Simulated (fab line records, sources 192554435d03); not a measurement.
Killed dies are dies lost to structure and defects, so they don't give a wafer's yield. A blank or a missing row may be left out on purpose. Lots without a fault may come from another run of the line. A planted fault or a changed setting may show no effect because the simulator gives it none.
Which tool did it? | flow n5_finfet | 7 lots, 20 wafers sampled, at 2 steps of a route of 1938

WHAT THE GAUGES READ, wafer by wafer
N5_BEOL_M9_THK_MEAS_01.
lot  | measured     | on            | M9_ILD_THK (nm)
L563 | day 9 19:36  | film_metro-02 | 267 266 271
L567 | day 10 16:17 | film_metro-02 | 270 266 271
L570 | day 11 04:59 | film_metro-01 | 269 266 271
L579 | day 13 16:46 | film_metro-02 | 266 275
L580 | day 15 00:58 | film_metro-01 | 263 268 270
L582 | day 15 22:16 | film_metro-01 | 265 273 270
L583 | day 17 10:56 | film_metro-02 | 266 267 268

WHICH TOOL RAN EACH LOT (tool, then ch and the chambers of the sampled wafers, then the start)
lot  | N5_BEOL_M9_CURE_71
L563 | uv_cure-01 ch 0, day 9 19:05
L567 | uv_cure-02 ch 1, day 10 15:50
L570 | uv_cure-02 ch 0, day 11 04:28
L579 | uv_cure-02 ch 2, day 13 16:20
L580 | uv_cure-02 ch 1, day 15 00:28
L582 | uv_cure-02 ch 0, day 15 21:45
L583 | uv_cure-03 ch 2, day 17 10:30
- N5_BEOL_M9_CURE_71: cures SiCOH lowk, time 240 s.

THE ANSWER, worked out from the rows above alone
Rule: what is usual is taken from the lots themselves. Put in order of their means at a reading, lots are off if they are a third of the lots or fewer, leave a main group of 4 or more, and stand apart from it by a gap of 3 or more times the standard deviation of the main group's means; of several such gaps the widest counts. A main group whose means are all the same, to the digits that the tables above print for the reading, isn't used. A lot without any number at a reading at which 4 lots or more have one is off too. The other lots that the step has rows for count as sound.
No lot is off at any reading shown: from this, nothing can be told.

WHAT THE SIMULATOR HAD PUT IN
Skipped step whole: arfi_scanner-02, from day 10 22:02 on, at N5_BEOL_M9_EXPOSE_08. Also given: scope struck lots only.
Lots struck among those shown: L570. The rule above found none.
